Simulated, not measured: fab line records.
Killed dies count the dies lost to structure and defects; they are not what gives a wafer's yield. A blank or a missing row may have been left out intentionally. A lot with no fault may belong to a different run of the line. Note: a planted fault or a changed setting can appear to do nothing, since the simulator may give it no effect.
Chamber matching / flow n5 finfet / rie diel-06 running N5_SD_EPI_P_ETCH_36: 4 sister chambers
The step etches SiARC in CF4, target depth 45.5 nm, time 75.8 s. 4 wafers are shown with their chamber, then 10 later ones without.

WAFERS WITH THEIR CHAMBER
wafer=L079.5; chamber=0; showerhead plenum p Torr (Torr)=2.13
wafer=L086.6; chamber=3; showerhead plenum p Torr (Torr)=2.11
wafer=L087.2; chamber=1; showerhead plenum p Torr (Torr)=2.03
wafer=L087.4; chamber=2; showerhead plenum p Torr (Torr)=2.17

WAFERS WHOSE CHAMBER IS MISSING
wafer=L087.5; showerhead plenum p Torr (Torr)=2.03
wafer=L092.2; showerhead plenum p Torr (Torr)=2.11
wafer=L092.5; showerhead plenum p Torr (Torr)=2.03
wafer=L092.6; showerhead plenum p Torr (Torr)=2.16
wafer=L093.1; showerhead plenum p Torr (Torr)=2.16
wafer=L093.3; showerhead plenum p Torr (Torr)=2.13
wafer=L093.6; showerhead plenum p Torr (Torr)=2.16
wafer=L096.4; showerhead plenum p Torr (Torr)=2.16
wafer=L096.5; showerhead plenum p Torr (Torr)=2.28
wafer=L096.6; showerhead plenum p Torr (Torr)=2.12

CHAMBER TAKEN BY EACH
wafer=L087.5; from the rows above=1; in truth=1
wafer=L092.2; from the rows above=can't be placed: 3 or 0 or 2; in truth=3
wafer=L092.5; from the rows above=1; in truth=1
wafer=L092.6; from the rows above=can't be placed: 2 or 0 or 3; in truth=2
wafer=L093.1; from the rows above=can't be placed: 2 or 0 or 3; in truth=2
wafer=L093.3; from the rows above=can't be placed: 0 or 3 or 2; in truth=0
wafer=L093.6; from the rows above=can't be placed: 2 or 0 or 3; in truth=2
wafer=L096.4; from the rows above=can't be placed: 2 or 0 or 3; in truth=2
wafer=L096.5; from the rows above=can't be placed: 2 or 0 or 3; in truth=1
wafer=L096.6; from the rows above=can't be placed: 0 or 3 or 2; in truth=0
Placed correctly: 2 of 10. These rows do not allow placing 8 (true chamber among the candidates in 7). Placed wrongly: 0.
How it was worked out, from the rows above alone: a wafer's distance from a chamber is the root of the sum, over the readings, of the square of ((its reading less the chamber's mean) divided by the reading's scatter). The wafer belongs to the nearest chamber; if the next one is less than 2 further off, it can't be placed. For every chamber, the mean is computed from those of its wafers that are shown. The scatter: with one shown wafer a chamber, the root of the mean of the squares of how far each hidden wafer lies from its nearest shown one.
